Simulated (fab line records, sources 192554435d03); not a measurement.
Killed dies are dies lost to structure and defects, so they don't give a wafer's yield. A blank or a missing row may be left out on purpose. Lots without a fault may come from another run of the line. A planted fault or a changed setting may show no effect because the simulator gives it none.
A struck lot beside a sound one | flow n5_finfet | 15 steps out of a route of 1938
Sound: wafers L723.2, L723.3, L723.6. Struck: wafers L724.3, L724.5, L724.6. The cause comes at the end.
At each step with rows: each side's tool, then ch and its chambers, then its first start. Under that, the readings that differ: sound wafers | struck wafers | difference of the means | sigmas: that difference in standard deviations of wafers without a fault.
alike: readings whose means differ by less than 2 such deviations, and words and numbers that are the same on both sides. not compared: withheld readings, readings that some wafer has no value for, bounds like >300 that may hide the same value, and numbers for which the record gives no deviation and whose values overlap.
The two part at a step that has a row with sigmas, a row that says differs or no value, or rows on one side only. Numbers that don't overlap but have no deviation are shown without sigmas and don't part them. A reading that every wafer of one side lacks parts them only if that side has two wafers or more.

N5_BEOL_M15_STRIP_36: strips in O2.
  sound on rie_diel-03 ch 0,2, day 11 16:47; struck on rie_diel-04 ch 1,3, day 11 17:43
  reading                         | sound          | struck         | difference | sigmas
  drypump_motor_current_A (A)     | 5.2 5.4 5.4    | 6.5 5.7 6.5    | +0.9       | +2
  showerhead_plenum_p_Torr (Torr) | 2.24 2.20 2.21 | 1.99 2.03 1.99 | -0.21      | -3
  alike: oes_product_au, rf_vpp_V, throttle_valve_pct
  not compared: rf_hours_counter_h
then, 6 steps without rows for these wafers: N5_BEOL_M15_STRIP_62 (strips in O2); N5_BEOL_M15_STRIP_37 (strips in O2); N5_BEOL_M15_ETCH_38 (etches SiCN in CF4/N2, target depth 106.4 nm, time 120.5 s); N5_BEOL_M15_PRECLEAN_39 (cleans in residue remover, time 60 s); N5_BEOL_M15_SRD_40 (time 30 s, dry time 30 s); N5_BEOL_M15_DEGAS_41 (time 60 s).
N5_BEOL_M15_PRE_CLEAN_42: time 30 s.
  sound on pvd_sputter-01, day 11 17:34; struck on pvd_sputter-02, day 11 20:18
  alike: heater_power_w
then, 1 step without rows for these wafers: N5_BEOL_M15_SPUTTER_43 (material TaN, target thk 15 nm, time 24.19 s).
N5_BEOL_M15_SPUTTER_44: material Ta, target thk 15 nm, time 24.19 s.
  sound on pvd_sputter-01, day 11 17:41; struck on pvd_sputter-02, day 11 20:25
  alike: chamber_pressure_pa, throttle_valve_pct
N5_BEOL_M15_SPUTTER_45: material Cu, target thk 100 nm, time 16.67 s.
  sound on pvd_sputter-01, day 11 17:46; struck on pvd_sputter-02, day 11 20:30
  alike: chamber_pressure_pa, chuck_gas_flow_sccm, throttle_valve_pct
then, 1 step without rows for these wafers: N5_BEOL_M15_ECD_47 (material Cu, target thk 1860 nm).
N5_BEOL_M15_ANNEAL_48: time 90 s.
  sound on rtp_anneal-02 ch 0, day 11 18:11; struck on rtp_anneal-02 ch 0, day 11 20:57
  reading          | sound             | struck            | difference | sigmas
  wafer_temp_C_max | 225.8 225.9 225.8 | 221.7 221.4 221.8 | -4.2       | -11
N5_BEOL_M15_CMP_49: polishes, stops on SiO2, t overpolish 4.9 s, target thk 850 nm.
  sound on cmp-03 ch 0,2,3, day 11 18:28; struck on cmp-03 ch 0,1, day 11 21:09
  alike: barrier_field_endpoint_s, clearing_platen_down_force_psi, motor_current_A, overpolish_run_s
then, 1 step without rows for these wafers: N5_PASSIVATION_PROBE_49.

WHERE THEY PART
First at N5_BEOL_M15_STRIP_36; last, within this record, at N5_BEOL_M15_ANNEAL_48. Later steps at which nothing parts them and some readings are alike: N5_BEOL_M15_CMP_49.

WHY: what the simulator had put in
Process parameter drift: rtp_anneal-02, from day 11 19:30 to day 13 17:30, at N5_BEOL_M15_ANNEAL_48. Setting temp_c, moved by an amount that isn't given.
